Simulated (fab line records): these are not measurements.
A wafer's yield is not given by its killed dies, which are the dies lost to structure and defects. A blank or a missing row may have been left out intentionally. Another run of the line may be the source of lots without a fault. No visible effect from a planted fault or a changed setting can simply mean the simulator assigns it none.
fab line records ; flow nandHarc ; part 1 of 2: steps 1 to 4 of 6
record lots=21; wafers=63; lastDay=25
route steps=1159 shown A_CONTACT@859
lots with no fault: from the same line, run without faults
startH: hours from the record's first day to the start of the lot's first wafer shown ; waitH: hours from the lot's prior step to this one ; " repeats the value in the row above ; L1.1+2: a row that stands for several wafers ; - no value, or no start was given ; * or withheld: withheld ; < > ~ a bound
route shown NAME@n: NAME is a module with steps in the file, n the number in the route of the first one ; usual: mean and standard deviation over wafers with no fault ; same: alike in all rows ; chamber/n: place in a boat ; sites: per-site readings ; _std_site: how widely they spread, as a standard deviation ; _edge_site: outer sites' mean less inner sites' ; radiusMm: how far each site lies from the wafer's centre ; mask NAME#n: copy n ; behind: the last tool/chamber to shape the wafer ; hold: why the lot went on hold/how many hours it stayed there/how the hold came to an end ; device: whichever transistor did not switch (one of n, p or np) ; end of line: tests run on the same wafers once the route is complete ; for a step that has no rows: nothing shown but its recipe ; killed: not the wafer's yield, but the dies lost to structure and defects at the first sort ; map: dies across one wafer; x = killed, . = not, _ = none there
set.NAME: the setting that was run; set.NAME@STEP: the one run at that earlier step ; model.NAME: the simulator's own value behind a step, which no gauge read
one table for each step of the route and one row for each wafer, over a sample of lots
services: when a tool's chamber went out of use (startH, in hours from the record's first day, below 0 if earlier), for how many hours, and the reason
## steps
# step NHARC_A_CONTACT_ETCH_49
# recipe targetDepthA=2600; overEtchFrac=0.3; timeS=475.3; ionEnergyEv=200; n2FlowSccm=150; h2FlowSccm=150; arFlowSccm=0; rfW=400; biasW=150; chemistry=N2/H2
# usual chamberPressureMTorr=29.998/0.027; drypumpMotorCurrentA=5.8/0.4; h2FlowSccm=150.1/0.47; n2FlowSccm=150.0/0.42; oesProductAu=1.002/0.0094; rfVppV=429.8/1.9; showerheadPlenumPTorr=2.01/0.063; throttleValvePct=14.171/0.0092
lot.wafer;tool;chamber;startH;waitH;chamberPressureMTorr;drypumpMotorCurrentA;h2FlowSccm;n2FlowSccm;oesProductAu;rfHoursCounterH;rfVppV;showerheadPlenumPTorr;throttleValvePct
L077.2;rieDiel-08;2;-;-;29.969;5.6;149.4;150.7;1.010;18;432.3;2.08;14.164
L077.4;rieDiel-08;0;-;-;29.980;6.3;149.9;150.2;0.989;26;431.0;2.05;14.156
L077.5;rieDiel-08;2;-;-;30.011;5.5;149.5;150.6;1.012;-;432.1;2.08;14.171
L076.2;rieDiel-08;3;-;-;29.973;5.8;150.8;149.6;1.013;27;430.5;1.99;14.171
L076.4;rieDiel-08;1;-;-;30.003;6.3;149.9;150.3;1.030;27;426.0;1.91;14.170
L076.6;rieDiel-08;0;-;-;30.041;6.3;150.9;150.0;0.996;-;430.0;2.05;14.187
L078.2;rieDiel-11;3;-;-;29.998;6.0;150.5;150.3;1.004;5;431.7;1.99;14.177
L078.4;rieDiel-11;1;-;-;30.002;6.6;149.8;150.3;1.006;-;429.9;2.05;14.177
L078.5;rieDiel-11;3;-;-;30.028;6.0;150.0;150.6;1.013;-;429.4;1.99;14.186
L081.3;rieDiel-08;0;-;-;29.996;6.2;149.8;149.9;0.992;38;431.6;2.04;14.159
L081.1;rieDiel-08;1;-;-;29.943;6.2;150.1;150.0;1.019;38;426.2;1.90;14.161
L081.5;rieDiel-08;2;-;-;30.049;5.5;149.8;150.0;1.010;-;430.6;2.07;14.178
L082.2;rieDiel-13;0;-;-;30.022;5.5;150.3;150.6;0.977;52;426.0;1.92;14.175
L082.4;rieDiel-13;2;-;-;30.036;5.6;150.3;149.0;0.997;51;431.2;2.10;14.158
L082.5;rieDiel-13;1;-;-;30.019;5.2;150.9;149.6;0.990;-;428.3;1.98;14.155
L083.4;rieDiel-11;2;-;-;30.025;5.3;149.9;150.6;1.010;4;431.7;2.12;14.162
L083.1;rieDiel-11;1;-;-;30.004;6.6;150.1;150.3;1.009;9;428.9;2.05;14.173
L083.6;rieDiel-11;3;-;-;29.972;6.0;150.5;149.9;1.012;-;429.7;1.99;14.169
L084.2;rieDiel-11;0;-;-;29.990;6.0;151.2;150.4;1.001;11;430.8;2.03;14.179
L084.1;rieDiel-11;2;-;-;29.994;5.3;150.1;150.3;1.003;5;432.8;2.12;14.176
L084.5;rieDiel-11;1;-;-;29.957;6.6;150.3;149.4;1.006;-;430.0;2.05;14.156
L079.1;rieDiel-13;3;-;-;29.968;5.6;149.7;150.4;0.989;50;429.2;1.97;14.164
L079.2;rieDiel-13;0;-;-;30.025;5.5;150.0;149.8;0.992;54;428.0;1.92;14.191
L079.6;rieDiel-13;0;-;-;30.005;5.5;149.7;149.5;0.988;-;427.0;1.92;14.174
L086.1;rieDiel-11;2;-;-;29.981;5.3;150.3;149.9;1.001;8;431.2;2.12;14.183
L086.4;rieDiel-11;3;-;-;29.978;5.9;150.0;150.1;1.009;13;427.8;1.98;14.169
L086.2;rieDiel-11;1;-;-;30.004;6.6;149.9;150.2;1.002;13;431.7;2.04;14.180
L088.3;rieDiel-13;3;-;-;30.010;5.6;150.1;150.4;0.995;51;428.4;1.97;14.168
L088.4;rieDiel-13;0;-;-;30.025;5.5;150.5;150.4;0.993;55;427.4;1.92;14.170
L088.1;rieDiel-13;2;-;-;30.001;5.7;150.4;149.9;1.001;53;433.3;2.10;14.168
L085.3;rieDiel-08;2;-;-;30.011;5.5;150.1;150.4;0.995;42;430.0;2.07;14.186
L085.1;rieDiel-08;0;-;-;29.999;6.3;150.8;149.3;0.988;48;431.5;2.04;14.165
L085.6;rieDiel-08;1;-;-;29.982;6.3;149.8;150.2;1.023;-;426.8;1.90;14.163
L087.2;rieDiel-11;1;-;-;29.976;6.6;149.9;150.5;0.996;15;430.9;2.04;14.191
L087.3;rieDiel-11;2;-;-;30.016;5.3;150.0;149.7;1.007;10;433.2;2.12;14.172
L087.4;rieDiel-11;3;-;-;29.999;6.0;150.5;150.2;1.007;-;429.6;1.98;14.186
L089.2;rieDiel-08;0;-;-;30.025;6.3;150.2;150.8;0.988;55;430.2;2.04;14.173
L089.4;rieDiel-08;1;-;-;30.008;6.3;150.0;150.2;1.021;57;425.9;1.90;14.174
L089.5;rieDiel-08;0;-;-;30.028;6.3;150.7;149.9;0.992;-;430.8;2.04;14.170
L090.2;rieDiel-11;3;-;-;30.024;6.0;150.1;149.7;1.001;20;428.7;1.98;14.187
L090.4;rieDiel-11;2;-;-;29.993;5.3;149.6;149.3;0.991;14;432.4;2.12;14.167
L090.5;rieDiel-11;0;-;-;29.946;6.0;149.2;150.6;0.991;-;430.7;2.03;14.189
L091.4;rieDiel-11;3;-;-;30.019;6.0;150.1;149.8;0.992;21;428.5;1.98;14.190
L091.1;rieDiel-11;1;-;-;29.979;6.5;150.6;149.7;1.011;19;431.3;2.04;14.160
L091.5;rieDiel-11;0;-;-;30.010;6.0;150.3;149.5;0.997;-;430.2;2.03;14.189
L092.1;rieDiel-08;1;-;-;30.002;6.3;150.4;149.6;1.009;60;426.5;1.90;14.170
L092.3;rieDiel-08;2;-;-;30.056;5.5;150.4;150.3;1.010;52;430.1;2.07;14.181
L092.5;rieDiel-08;1;-;-;29.970;6.2;149.8;149.9;1.013;-;427.4;1.90;14.171
L093.4;rieDiel-13;0;-;-;29.946;5.5;149.8;149.8;0.981;2;426.8;1.92;14.156
L093.1;rieDiel-13;2;-;-;29.963;5.6;150.6;150.2;0.999;2;432.3;2.10;14.196
L093.3;rieDiel-13;3;-;-;29.976;5.6;149.9;149.7;1.003;2;428.0;1.97;14.160
L095.4;rieDiel-11;2;-;-;29.957;5.3;149.5;149.7;1.019;19;432.4;2.11;14.175
L095.2;rieDiel-11;0;-;-;29.993;6.0;150.0;149.8;0.982;23;430.1;2.03;14.162
L095.6;rieDiel-11;2;-;-;29.972;5.3;149.9;149.5;1.000;-;431.6;2.11;14.168
L094.2;rieDiel-13;0;-;-;30.026;5.5;150.4;149.2;0.983;7;426.9;1.92;14.169
L094.1;rieDiel-13;1;-;-;29.949;5.2;150.1;149.7;1.000;7;430.7;1.97;14.171
L094.5;rieDiel-13;2;-;-;29.959;5.6;149.2;149.6;1.004;-;434.2;2.10;14.170
L096.3;rieDiel-13;3;-;-;30.032;5.6;150.2;149.8;1.003;12;428.0;1.97;14.156
L096.2;rieDiel-13;1;-;-;29.980;5.2;150.6;149.6;1.002;14;428.9;1.97;14.182
L096.1;rieDiel-13;2;-;-;29.988;5.7;149.6;151.0;1.002;14;431.9;2.09;14.174
L097.4;rieDiel-13;2;-;-;29.986;5.6;149.9;150.4;1.010;25;432.3;2.09;14.170
L097.2;rieDiel-13;3;-;-;30.030;5.6;149.9;150.6;1.006;21;428.0;1.96;14.180
L097.6;rieDiel-13;2;-;-;30.005;5.6;150.2;150.6;1.005;-;431.8;2.09;14.176
# step NHARC_A_CONTACT_ETCH_115
# recipe sourceW=withheld; pressureMtorr=20; biasV=3000; timeS=94; targetDepthA=9220; arFlowSccm=withheld; c4f8FlowSccm=withheld; o2FlowSccm=withheld; chemistry=C4F8/O2/Ar
# usual chamberPressureMTorr=20.001/0.016
lot.wafer;tool;chamber;startH;waitH;chamberPressureMTorr;rfHoursCounterH
L077.2;harCapEtch-03;0;382.84;0.1;20.013;80
L077.4;harCapEtch-03;1;382.84;0.1;20.019;-
L077.5;harCapEtch-03;0;382.84;0.1;19.974;-
L076.2;harCapEtch-01;0;384.14;0.1;20.018;59
L076.4;harCapEtch-01;1;384.14;0.1;19.980;-
L076.6;harCapEtch-01;1;384.14;0.1;20.001;-
L078.2;harCapEtch-03;1;396.71;0.1;20.017;84
L078.4;harCapEtch-03;1;396.71;0.1;20.028;-
L078.5;harCapEtch-03;1;396.71;0.1;20.041;-
L081.1;harCapEtch-02;0;413.96;0.1;19.976;15
L081.3;harCapEtch-02;1;413.96;0.1;20.011;-
L081.5;harCapEtch-02;1;413.96;0.1;20.012;-
L082.2;harCapEtch-02;1;423.35;0.1;19.995;17
L082.4;harCapEtch-02;1;423.35;0.1;20.015;-
L082.5;harCapEtch-02;0;423.35;0.1;20.007;-
L083.1;harCapEtch-01;1;423.97;0.1;20.020;65
L083.4;harCapEtch-01;1;423.97;0.1;20.008;-
L083.6;harCapEtch-01;0;423.97;0.1;20.009;-
L084.2;harCapEtch-02;1;428.10;0.1;20.015;18
L084.1;harCapEtch-02;0;428.10;0.1;20.005;18
L084.5;harCapEtch-02;1;428.10;0.1;20.002;-
L079.2;harCapEtch-01;1;428.50;0.1;20.012;66
L079.1;harCapEtch-01;0;428.50;0.1;19.988;66
L079.6;harCapEtch-01;0;428.50;0.1;20.019;-
L086.1;harCapEtch-01;1;433.61;0.1;20.024;67
L086.2;harCapEtch-01;0;433.61;0.1;19.999;67
L086.4;harCapEtch-01;1;433.61;0.1;19.999;-
L088.1;harCapEtch-02;0;434.59;0.1;19.989;20
L088.4;harCapEtch-02;1;434.59;0.1;20.005;-
L088.3;harCapEtch-02;0;434.59;0.1;20.000;-
L085.1;harCapEtch-03;1;443.88;0.1;19.998;93
L085.3;harCapEtch-03;0;443.88;0.1;20.002;-
L085.6;harCapEtch-03;0;443.88;0.1;20.007;-
L087.2;harCapEtch-01;0;445.01;0.1;20.015;71
L087.4;harCapEtch-01;0;445.01;0.1;20.008;-
L087.3;harCapEtch-01;1;445.01;0.1;20.013;-
L089.2;harCapEtch-02;0;459.21;0.1;20.005;26
L089.4;harCapEtch-02;1;459.21;0.1;19.978;-
L089.5;harCapEtch-02;0;459.21;0.1;19.979;-
L090.2;harCapEtch-01;1;462.76;0.1;20.013;74
L090.4;harCapEtch-01;1;462.76;0.1;20.012;-
L090.5;harCapEtch-01;1;462.76;0.1;19.990;-
L091.1;harCapEtch-03;1;464.32;0.1;20.005;97
L091.4;harCapEtch-03;0;464.32;0.1;19.965;-
L091.5;harCapEtch-03;1;464.32;0.1;20.007;-
L092.1;harCapEtch-01;1;467.53;0.1;19.978;75
L092.3;harCapEtch-01;1;467.53;0.1;20.001;-
L092.5;harCapEtch-01;0;467.53;0.1;20.023;-
L093.1;harCapEtch-02;1;472.02;0.1;20.019;29
L093.3;harCapEtch-02;0;472.02;0.1;20.005;-
L093.4;harCapEtch-02;1;472.02;0.1;19.977;-
L095.2;harCapEtch-01;0;480.82;0.1;20.015;78
L095.4;harCapEtch-01;0;480.82;0.1;19.980;-
L095.6;harCapEtch-01;1;480.82;0.1;19.990;-
L094.1;harCapEtch-03;0;482.03;0.1;20.006;102
L094.2;harCapEtch-03;1;482.03;0.1;20.024;102
L094.5;harCapEtch-03;1;482.03;0.1;19.972;-
L096.1;harCapEtch-01;0;498.48;0.1;20.011;82
L096.2;harCapEtch-01;1;498.48;0.1;19.998;82
L096.3;harCapEtch-01;0;498.48;0.1;19.988;-
L097.2;harCapEtch-03;0;527.22;0.1;19.994;107
L097.4;harCapEtch-03;1;527.22;0.1;20.028;-
L097.6;harCapEtch-03;0;527.22;0.1;20.031;-
# step NHARC_A_CONTACT_ETCH_122
# recipe sourceW=withheld; pressureMtorr=20; biasV=3000; timeS=95; targetDepthA=9300; arFlowSccm=withheld; c4f8FlowSccm=withheld; o2FlowSccm=withheld; chemistry=C4F8/O2/Ar
# usual chamberPressureMTorr=20.001/0.017
lot.wafer;tool;chamber;startH;waitH;chamberPressureMTorr;rfHoursCounterH
L077.2;harCapEtch-03;0;383.69;0.1;20.001;81
L077.4;harCapEtch-03;1;383.69;0.1;20.026;-
L077.5;harCapEtch-03;0;383.69;0.1;20.033;-
L076.2;harCapEtch-01;0;384.78;0.1;19.984;59
L076.4;harCapEtch-01;1;384.78;0.1;20.055;-
L076.6;harCapEtch-01;1;384.78;0.1;20.010;-
L078.2;harCapEtch-03;1;397.35;0.1;19.989;85
L078.4;harCapEtch-03;1;397.35;0.1;19.970;-
L078.5;harCapEtch-03;1;397.35;0.1;19.984;-
L081.1;harCapEtch-02;0;414.60;0.1;20.012;16
L081.3;harCapEtch-02;1;414.60;0.1;19.970;-
L081.5;harCapEtch-02;1;414.60;0.1;20.027;-
L082.2;harCapEtch-02;1;423.99;0.1;19.975;17
L082.4;harCapEtch-02;1;423.99;0.1;20.004;-
L082.5;harCapEtch-02;0;423.99;0.1;19.998;-
L083.1;harCapEtch-01;1;424.83;0.1;20.020;65
L083.4;harCapEtch-01;1;424.83;0.1;19.992;-
L083.6;harCapEtch-01;0;424.83;0.1;20.005;-
L084.2;harCapEtch-02;1;428.74;0.1;19.958;18
L084.1;harCapEtch-02;0;428.74;0.1;20.028;18
L084.5;harCapEtch-02;1;428.74;0.1;20.010;-
L079.2;harCapEtch-01;1;429.36;0.1;19.980;67
L079.1;harCapEtch-01;0;429.36;0.1;20.006;67
L079.6;harCapEtch-01;0;429.36;0.1;19.990;-
L086.1;harCapEtch-01;1;434.46;0.1;20.006;68
L086.2;harCapEtch-01;0;434.46;0.1;20.011;68
L086.4;harCapEtch-01;1;434.46;0.1;20.000;-
L088.1;harCapEtch-02;0;435.22;0.1;20.000;21
L088.4;harCapEtch-02;1;435.22;0.1;20.001;-
L088.3;harCapEtch-02;0;435.22;0.1;20.017;-
L085.1;harCapEtch-03;1;444.52;0.1;19.997;94
L085.3;harCapEtch-03;0;444.52;0.1;20.014;-
L085.6;harCapEtch-03;0;444.52;0.1;19.963;-
L087.2;harCapEtch-01;0;445.65;0.1;19.995;72
L087.4;harCapEtch-01;0;445.65;0.1;20.009;-
L087.3;harCapEtch-01;1;445.65;0.1;19.999;-
L089.2;harCapEtch-02;0;459.85;0.1;20.003;27
L089.4;harCapEtch-02;1;459.85;0.1;19.985;-
L089.5;harCapEtch-02;0;459.85;0.1;20.004;-
L090.2;harCapEtch-01;1;463.39;0.1;19.986;74
L090.4;harCapEtch-01;1;463.39;0.1;19.993;-
L090.5;harCapEtch-01;1;463.39;0.1;19.981;-
L091.1;harCapEtch-03;1;464.96;0.1;20.030;98
L091.4;harCapEtch-03;0;464.96;0.1;20.007;-
L091.5;harCapEtch-03;1;464.96;0.1;20.005;-
L092.1;harCapEtch-01;1;468.37;0.1;20.018;76
L092.3;harCapEtch-01;1;468.37;0.1;20.012;-
L092.5;harCapEtch-01;0;468.37;0.1;19.996;-
L093.1;harCapEtch-02;1;472.66;0.1;19.993;29
L093.3;harCapEtch-02;0;472.66;0.1;19.994;-
L093.4;harCapEtch-02;1;472.66;0.1;20.006;-
L095.2;harCapEtch-01;0;481.45;0.1;19.988;78
L095.4;harCapEtch-01;0;481.45;0.1;20.000;-
L095.6;harCapEtch-01;1;481.45;0.1;19.983;-
L094.1;harCapEtch-03;0;482.67;0.1;19.999;103
L094.2;harCapEtch-03;1;482.67;0.1;19.979;103
L094.5;harCapEtch-03;1;482.67;0.1;19.988;-
L096.1;harCapEtch-01;0;499.11;0.1;20.024;83
L096.2;harCapEtch-01;1;499.11;0.1;20.012;83
L096.3;harCapEtch-01;0;499.11;0.1;20.001;-
L097.2;harCapEtch-03;0;527.85;0.1;20.005;108
L097.4;harCapEtch-03;1;527.85;0.1;20.004;-
L097.6;harCapEtch-03;0;527.85;0.1;20.008;-
# step NHARC_A_CONTACT_ETCH_76
# recipe targetDepthA=2600; overEtchFrac=0.3; timeS=475.3; ionEnergyEv=200; n2FlowSccm=150; h2FlowSccm=150; arFlowSccm=0; rfW=400; biasW=150; chemistry=N2/H2
# usual chamberPressureMTorr=30.002/0.028; drypumpMotorCurrentA=5.9/0.41; h2FlowSccm=150.1/0.41; n2FlowSccm=150.0/0.43; oesProductAu=1.003/0.0093; rfVppV=430.0/1.7; showerheadPlenumPTorr=2.02/0.057; throttleValvePct=14.170/0.0097
lot.wafer;tool;chamber;startH;waitH;chamberPressureMTorr;drypumpMotorCurrentA;h2FlowSccm;n2FlowSccm;oesProductAu;rfHoursCounterH;rfVppV;showerheadPlenumPTorr;throttleValvePct
L077.2;rieDiel-11;3;-;-;29.982;6.0;149.9;149.8;0.997;2;429.3;1.99;14.177
L077.5;rieDiel-11;0;-;-;29.989;6.0;150.2;150.1;0.995;-;430.0;2.03;14.164
L077.4;rieDiel-11;1;-;-;29.998;6.6;150.8;149.9;0.999;-;430.6;2.05;14.147
L076.2;rieDiel-11;1;-;-;29.972;6.5;149.9;150.4;0.994;3;431.0;2.05;14.182
L076.4;rieDiel-11;3;-;-;29.988;6.0;150.7;149.7;1.009;-;427.1;1.99;14.162
L076.6;rieDiel-11;1;-;-;30.033;6.6;150.0;149.8;1.009;-;429.3;2.05;14.162
L078.2;rieDiel-08;1;-;-;30.015;6.2;150.3;149.9;1.014;36;427.6;1.90;14.177
L078.4;rieDiel-08;2;-;-;30.018;5.5;150.1;149.9;1.004;27;433.0;2.08;14.175
L078.5;rieDiel-08;1;-;-;29.975;6.2;150.5;150.5;1.013;-;426.2;1.90;14.181
L081.1;rieDiel-08;0;-;-;30.004;6.3;150.3;148.6;0.995;41;430.3;2.04;14.157
L081.3;rieDiel-08;2;-;-;30.023;5.5;150.4;149.8;1.008;35;431.9;2.07;14.165
L081.5;rieDiel-08;0;-;-;30.018;6.3;150.2;149.6;0.972;-;431.0;2.04;14.179
L082.4;rieDiel-11;1;-;-;30.006;6.6;149.5;150.2;1.007;12;430.0;2.04;14.168
L082.2;rieDiel-11;3;-;-;30.019;6.0;149.8;150.6;1.014;12;429.7;1.98;14.177
L082.5;rieDiel-11;0;-;-;29.996;6.0;149.7;149.8;0.998;-;429.8;2.03;14.170
L083.4;rieDiel-11;0;-;-;29.959;6.0;150.1;150.1;0.997;13;429.9;2.03;14.160
L083.1;rieDiel-11;1;-;-;29.988;6.6;149.6;150.9;0.998;12;431.1;2.04;14.173
L083.6;rieDiel-11;3;-;-;30.027;6.0;150.2;150.1;1.005;-;428.7;1.98;14.163
L084.1;rieDiel-08;1;-;-;30.013;6.2;150.4;150.0;1.018;46;427.9;1.90;14.176
L084.2;rieDiel-08;3;-;-;30.059;5.8;149.6;150.3;1.004;45;430.6;1.99;14.174
L084.5;rieDiel-08;1;-;-;29.975;6.2;150.3;149.7;1.020;-;425.5;1.90;14.146
L079.2;rieDiel-11;0;-;-;30.029;6.0;149.4;149.6;0.999;14;430.2;2.03;14.147
L079.1;rieDiel-11;1;-;-;29.965;6.6;150.0;149.1;0.995;14;431.1;2.04;14.176
L079.6;rieDiel-11;0;-;-;30.017;6.0;149.7;150.0;1.015;-;429.6;2.03;14.180
L086.2;rieDiel-08;1;-;-;29.994;6.2;150.9;150.1;1.018;49;427.8;1.90;14.161
L086.1;rieDiel-08;2;-;-;30.030;5.6;150.3;150.2;1.002;42;430.8;2.07;14.172
L086.4;rieDiel-08;0;-;-;30.037;6.3;150.0;150.3;0.985;47;430.3;2.04;14.171
L088.1;rieDiel-13;3;-;-;29.951;5.6;149.7;149.7;0.995;55;429.4;1.97;14.177
L088.3;rieDiel-13;2;-;-;30.017;5.6;149.8;150.1;1.013;57;431.5;2.10;14.172
L088.4;rieDiel-13;3;-;-;29.979;5.6;149.6;150.1;0.993;-;429.0;1.97;14.153
L085.1;rieDiel-11;0;-;-;30.032;6.0;149.6;150.0;0.995;15;432.0;2.03;14.171
L085.3;rieDiel-11;1;-;-;29.983;6.6;149.9;150.6;1.004;16;430.6;2.04;14.187
L085.6;rieDiel-11;3;-;-;30.006;6.0;149.7;149.3;1.014;-;427.3;1.98;14.157
L087.3;rieDiel-11;2;-;-;30.021;5.3;150.2;149.7;1.006;12;431.6;2.12;14.180
L087.2;rieDiel-11;3;-;-;30.023;6.0;150.0;149.8;1.017;18;427.7;1.98;14.171
L087.4;rieDiel-11;0;-;-;29.980;6.0;150.4;150.1;1.005;16;430.2;2.03;14.180
L089.4;rieDiel-13;0;-;-;30.028;5.4;150.1;150.0;0.981;0;425.5;1.92;14.171
L089.2;rieDiel-13;1;-;-;30.016;5.2;150.3;149.4;0.999;0;429.5;1.98;14.167
L089.5;rieDiel-13;0;-;-;29.982;5.5;150.2;149.4;0.986;-;426.8;1.92;14.171
L090.2;rieDiel-11;3;-;-;29.997;6.0;150.3;150.1;1.011;22;429.4;1.98;14.173
L090.4;rieDiel-11;0;-;-;29.984;6.0;150.8;150.3;1.009;20;429.8;2.03;14.192
L090.5;rieDiel-11;0;-;-;30.048;6.0;150.6;150.7;0.997;-;429.4;2.03;14.175
L091.4;rieDiel-11;0;-;-;30.001;6.0;150.4;150.4;0.988;20;430.3;2.03;14.153
L091.1;rieDiel-11;2;-;-;29.991;5.3;149.6;150.3;1.008;16;432.1;2.11;14.165
L091.5;rieDiel-11;0;-;-;30.057;6.0;150.0;150.3;0.998;-;429.3;2.03;14.181
L092.3;rieDiel-11;2;-;-;30.016;5.3;150.2;150.3;0.999;18;433.1;2.11;14.171
L092.1;rieDiel-11;3;-;-;29.997;5.9;150.6;149.8;1.003;24;429.4;1.98;14.166
L092.5;rieDiel-11;2;-;-;30.006;5.3;150.3;150.3;1.001;-;433.9;2.11;14.180
L093.4;rieDiel-11;2;-;-;30.016;5.3;149.9;150.1;1.007;20;430.9;2.11;14.180
L093.3;rieDiel-11;3;-;-;30.059;6.0;149.9;149.9;1.002;26;428.4;1.98;14.164
L093.1;rieDiel-11;0;-;-;29.966;6.0;150.9;149.3;0.992;24;431.4;2.03;14.172
L095.2;rieDiel-11;0;-;-;30.027;6.0;150.6;150.2;1.001;25;429.7;2.03;14.166
L095.4;rieDiel-11;1;-;-;29.957;6.6;149.8;150.1;1.004;26;429.5;2.04;14.171
L095.6;rieDiel-11;0;-;-;30.035;6.0;150.4;150.2;0.979;-;429.9;2.03;14.176
L094.1;rieDiel-13;1;-;-;30.035;5.2;150.1;149.9;1.008;12;428.8;1.97;14.158
L094.2;rieDiel-13;2;-;-;30.036;5.6;150.6;149.7;1.002;12;432.3;2.09;14.171
L094.5;rieDiel-13;0;-;-;30.001;5.5;150.6;150.6;0.995;-;428.7;1.92;14.150
L096.1;rieDiel-08;2;-;-;29.974;5.5;150.0;150.1;0.993;3;430.4;2.06;14.173
L096.2;rieDiel-08;3;-;-;29.997;5.8;150.0;150.1;1.006;3;428.4;1.98;14.177
L096.3;rieDiel-08;0;-;-;30.004;6.3;150.4;149.8;0.979;3;430.2;2.03;14.184
L097.2;rieDiel-11;3;-;-;30.009;6.0;150.5;149.4;1.007;34;428.5;1.98;14.170
L097.4;rieDiel-11;0;-;-;30.039;6.0;150.3;150.5;1.005;31;428.8;2.02;14.182
L097.6;rieDiel-11;3;-;-;30.005;6.0;150.0;149.6;1.013;-;428.9;1.98;14.160
